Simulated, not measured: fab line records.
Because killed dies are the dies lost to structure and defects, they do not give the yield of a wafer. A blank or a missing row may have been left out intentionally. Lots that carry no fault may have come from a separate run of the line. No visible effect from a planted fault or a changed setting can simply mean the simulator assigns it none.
Split-lot study || flow n5_finfet || 7 lots, 39 wafers read, on a route of 1938 steps

THE SPLIT ITSELF
At N5_BEOL_M5_ILD_DEP_00 (deposits SiCOH lowk from DEMS/porogen, target thk 140.64 nm, time 25.9 s), the setting target_thk_a was moved away from the recipe's 1406.4 angstrom on 18 of the 39 wafers read, by -58.7% to +55.3%. This setting was run at the recipe's value on the other wafers.

FROM SPLIT TO READING: 1 step shown by the file between the two
- N5_BEOL_M5_CURE_79: cures SiCOH lowk, time 240 s

THE READING
M5_ILD_THK (nm), taken at N5_BEOL_M5_THK_MEAS_01. A value of 121.2 nm with a standard deviation of 1.7 nm is what fault-free wafers of this fab line usually give.

{"wafer": "L074.1", "tool, chamber at the split": "pecvd-01, 1,0", "target_thk_a as run, angstrom": 921.9, "against the recipe": "-34.4%", "M5_ILD_THK, nm": 78.0, "against lot-mates on the recipe": -42.9}
{"wafer": "L074.2", "tool, chamber at the split": "pecvd-01, 2", "target_thk_a as run, angstrom": 921.9, "against the recipe": "-34.4%", "M5_ILD_THK, nm": 78.4, "against lot-mates on the recipe": -42.5}
{"wafer": "L074.3", "tool, chamber at the split": "pecvd-01, 1,0", "target_thk_a as run, angstrom": 921.9, "against the recipe": "-34.4%", "M5_ILD_THK, nm": 78.1, "against lot-mates on the recipe": -42.8}
{"wafer": "L074.4", "tool, chamber at the split": "pecvd-01, 2", "target_thk_a as run, angstrom": 1406.4, "against the recipe": "recipe", "M5_ILD_THK, nm": 119.4, "against lot-mates on the recipe": "-"}
{"wafer": "L074.5", "tool, chamber at the split": "pecvd-01, 1", "target_thk_a as run, angstrom": 1406.4, "against the recipe": "recipe", "M5_ILD_THK, nm": 122.5, "against lot-mates on the recipe": "-"}
{"wafer": "L074.6", "tool, chamber at the split": "pecvd-01, 0", "target_thk_a as run, angstrom": 1406.4, "against the recipe": "recipe", "M5_ILD_THK, nm": 120.7, "against lot-mates on the recipe": "-"}
{"wafer": "L076.1", "tool, chamber at the split": "pecvd-01, 0", "target_thk_a as run, angstrom": 798.7, "against the recipe": "-43.2%", "M5_ILD_THK, nm": 67.8, "against lot-mates on the recipe": -53.4}
{"wafer": "L076.2", "tool, chamber at the split": "pecvd-01, 2", "target_thk_a as run, angstrom": 1406.4, "against the recipe": "recipe", "M5_ILD_THK, nm": 119.6, "against lot-mates on the recipe": "-"}
{"wafer": "L076.3", "tool, chamber at the split": "pecvd-01, 1", "target_thk_a as run, angstrom": 798.7, "against the recipe": "-43.2%", "M5_ILD_THK, nm": 67.9, "against lot-mates on the recipe": -53.3}
{"wafer": "L076.4", "tool, chamber at the split": "pecvd-01, 1", "target_thk_a as run, angstrom": 798.7, "against the recipe": "-43.2%", "M5_ILD_THK, nm": 68.2, "against lot-mates on the recipe": -53.0}
{"wafer": "L076.5", "tool, chamber at the split": "pecvd-01, 2", "target_thk_a as run, angstrom": 1406.4, "against the recipe": "recipe", "M5_ILD_THK, nm": 122.0, "against lot-mates on the recipe": "-"}
{"wafer": "L076.6", "tool, chamber at the split": "pecvd-01, 0", "target_thk_a as run, angstrom": 1406.4, "against the recipe": "recipe", "M5_ILD_THK, nm": 122.1, "against lot-mates on the recipe": "-"}
{"wafer": "L077.1", "tool, chamber at the split": "pecvd-02, 1", "target_thk_a as run, angstrom": 1406.4, "against the recipe": "recipe", "M5_ILD_THK, nm": 121.7, "against lot-mates on the recipe": "-"}
{"wafer": "L077.4", "tool, chamber at the split": "pecvd-02, 1", "target_thk_a as run, angstrom": 1406.4, "against the recipe": "recipe", "M5_ILD_THK, nm": 121.9, "against lot-mates on the recipe": "-"}
{"wafer": "L077.6", "tool, chamber at the split": "pecvd-02, 0", "target_thk_a as run, angstrom": 1406.4, "against the recipe": "recipe", "M5_ILD_THK, nm": 121.1, "against lot-mates on the recipe": "-"}
{"wafer": "L080.1", "tool, chamber at the split": "pecvd-01, 1", "target_thk_a as run, angstrom": 1406.4, "against the recipe": "recipe", "M5_ILD_THK, nm": 123.5, "against lot-mates on the recipe": "-"}
{"wafer": "L080.2", "tool, chamber at the split": "pecvd-01, 0", "target_thk_a as run, angstrom": 2184, "against the recipe": "+55.3%", "M5_ILD_THK, nm": 188.3, "against lot-mates on the recipe": "+65.3"}
{"wafer": "L080.3", "tool, chamber at the split": "pecvd-01, 2", "target_thk_a as run, angstrom": 1406.4, "against the recipe": "recipe", "M5_ILD_THK, nm": 121.8, "against lot-mates on the recipe": "-"}
{"wafer": "L080.4", "tool, chamber at the split": "pecvd-01, 1", "target_thk_a as run, angstrom": 2184, "against the recipe": "+55.3%", "M5_ILD_THK, nm": 191.8, "against lot-mates on the recipe": "+68.8"}
{"wafer": "L080.5", "tool, chamber at the split": "pecvd-01, 0", "target_thk_a as run, angstrom": 2184, "against the recipe": "+55.3%", "M5_ILD_THK, nm": 191.5, "against lot-mates on the recipe": "+68.5"}
{"wafer": "L080.6", "tool, chamber at the split": "pecvd-01, 2", "target_thk_a as run, angstrom": 1406.4, "against the recipe": "recipe", "M5_ILD_THK, nm": 123.6, "against lot-mates on the recipe": "-"}
{"wafer": "L091.1", "tool, chamber at the split": "pecvd-03, 2", "target_thk_a as run, angstrom": 1406.4, "against the recipe": "recipe", "M5_ILD_THK, nm": 122.9, "against lot-mates on the recipe": "-"}
{"wafer": "L091.2", "tool, chamber at the split": "pecvd-03, 0", "target_thk_a as run, angstrom": 580.8, "against the recipe": "-58.7%", "M5_ILD_THK, nm": 49.0, "against lot-mates on the recipe": -74.5}
{"wafer": "L091.3", "tool, chamber at the split": "pecvd-03, 1", "target_thk_a as run, angstrom": 580.8, "against the recipe": "-58.7%", "M5_ILD_THK, nm": 50.2, "against lot-mates on the recipe": -73.3}
{"wafer": "L091.4", "tool, chamber at the split": "pecvd-03, 1,2", "target_thk_a as run, angstrom": 1406.4, "against the recipe": "recipe", "M5_ILD_THK, nm": 123.8, "against lot-mates on the recipe": "-"}
{"wafer": "L091.5", "tool, chamber at the split": "pecvd-03, 1,2", "target_thk_a as run, angstrom": 1406.4, "against the recipe": "recipe", "M5_ILD_THK, nm": 123.7, "against lot-mates on the recipe": "-"}
{"wafer": "L091.6", "tool, chamber at the split": "pecvd-03, 0", "target_thk_a as run, angstrom": 580.8, "against the recipe": "-58.7%", "M5_ILD_THK, nm": 49.3, "against lot-mates on the recipe": -74.2}
{"wafer": "L092.1", "tool, chamber at the split": "pecvd-02, 1", "target_thk_a as run, angstrom": 1406.4, "against the recipe": "recipe", "M5_ILD_THK, nm": 124.0, "against lot-mates on the recipe": "-"}
{"wafer": "L092.2", "tool, chamber at the split": "pecvd-02, 0", "target_thk_a as run, angstrom": 1406.4, "against the recipe": "recipe", "M5_ILD_THK, nm": 117.7, "against lot-mates on the recipe": "-"}
{"wafer": "L092.3", "tool, chamber at the split": "pecvd-02, 1", "target_thk_a as run, angstrom": 1685, "against the recipe": "+19.8%", "M5_ILD_THK, nm": 148.3, "against lot-mates on the recipe": "+27.5"}
{"wafer": "L092.4", "tool, chamber at the split": "pecvd-02, 0", "target_thk_a as run, angstrom": 1685, "against the recipe": "+19.8%", "M5_ILD_THK, nm": 144.2, "against lot-mates on the recipe": "+23.4"}
{"wafer": "L092.5", "tool, chamber at the split": "pecvd-02, 1", "target_thk_a as run, angstrom": 1685, "against the recipe": "+19.8%", "M5_ILD_THK, nm": 148.1, "against lot-mates on the recipe": "+27.3"}
{"wafer": "L092.6", "tool, chamber at the split": "pecvd-02, 0", "target_thk_a as run, angstrom": 1406.4, "against the recipe": "recipe", "M5_ILD_THK, nm": 120.6, "against lot-mates on the recipe": "-"}
{"wafer": "L096.1", "tool, chamber at the split": "pecvd-03, 2", "target_thk_a as run, angstrom": 1406.4, "against the recipe": "recipe", "M5_ILD_THK, nm": 119.0, "against lot-mates on the recipe": "-"}
{"wafer": "L096.2", "tool, chamber at the split": "pecvd-03, 1", "target_thk_a as run, angstrom": 1406.4, "against the recipe": "recipe", "M5_ILD_THK, nm": 119.2, "against lot-mates on the recipe": "-"}
{"wafer": "L096.3", "tool, chamber at the split": "pecvd-03, 1", "target_thk_a as run, angstrom": 2148, "against the recipe": "+52.7%", "M5_ILD_THK, nm": 186.3, "against lot-mates on the recipe": "+66.3"}
{"wafer": "L096.4", "tool, chamber at the split": "pecvd-03, 2", "target_thk_a as run, angstrom": 1406.4, "against the recipe": "recipe", "M5_ILD_THK, nm": 121.8, "against lot-mates on the recipe": "-"}
{"wafer": "L096.5", "tool, chamber at the split": "pecvd-03, 2,1", "target_thk_a as run, angstrom": 2148, "against the recipe": "+52.7%", "M5_ILD_THK, nm": 185.1, "against lot-mates on the recipe": "+65.1"}
{"wafer": "L096.6", "tool, chamber at the split": "pecvd-03, 2,1", "target_thk_a as run, angstrom": 2148, "against the recipe": "+52.7%", "M5_ILD_THK, nm": 185.1, "against lot-mates on the recipe": "+65.1"}
If several chambers appear in one row, that row covers several wafers at once and the file leaves open which wafer was in which chamber.

FIT RESULTS
A straight line over all 39 wafers: M5_ILD_THK changes by +1.24 nm for each +1% of target_thk_a; r = +1.00; the points scatter about the line by 1.6 nm.
The same after taking each lot's own level away (the mean of its wafers on the recipe; 39 wafers): +1.24 nm for each +1%; r = +1.00; scatter 1.4 nm.
That fit puts the effect of the largest move of target_thk_a on the reading at 73 nm.
From 120.00 to 123.47 nm: that is the span of the lots' own levels, equal to 2.0 times the standard deviation above.
The two slopes agree, so the slope changes little with the lot-to-lot level.
Check: for one of the wafers moved furthest among these (-58.7%), held out of the fit, the line's prediction against its lot-mates is -72.8 nm. Against them it came out at -74.5 nm.

OTHER SPLITS ON THESE WAFERS
Note: prior to the reading, these wafers also went through further splits. Each is held against what the fit with the lots' levels taken away leaves over:
{"other split on the same wafers": "N5_BEOL_M1_ILD_DEP_00 time_s", "wafers away from the commonest value": 12, "r with M5_ILD_THK (lot level and that fit taken away)": -0.14}

THE WHOLE CHAIN: every reading that the file lists as answering this split, in the file's order
{"step": "N5_BEOL_M5_ILD_DEP_00", "what it does": "deposits SiCOH lowk from DEMS/porogen, target thk 140.64 nm, time 25.9 s", "reading": "SiCOH_lowk_of_BEOL_M5_ILD_DEP_00.thk_nm (the simulator's own value, which no gauge read)", "change (the file's fit)": "+1.43 nm for each +1% of the setting", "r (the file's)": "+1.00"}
{"step": "N5_BEOL_M5_CURE_79", "what it does": "cures SiCOH lowk, time 240 s", "reading": "SiCOH_lowk_of_BEOL_M5_ILD_DEP_00.thk_nm (the simulator's own value, which no gauge read)", "change (the file's fit)": "+1.25 nm for each +1% of the setting", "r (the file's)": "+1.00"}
{"step": "N5_BEOL_M5_THK_MEAS_01", "what it does": "", "reading": "M5_ILD_THK", "change (the file's fit)": "+1.24 for each +1% of the setting", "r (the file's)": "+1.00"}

THE FILE'S OWN FIT
M5_ILD_THK changes by +1.24 nm for each +1% of target_thk_a, r = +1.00.
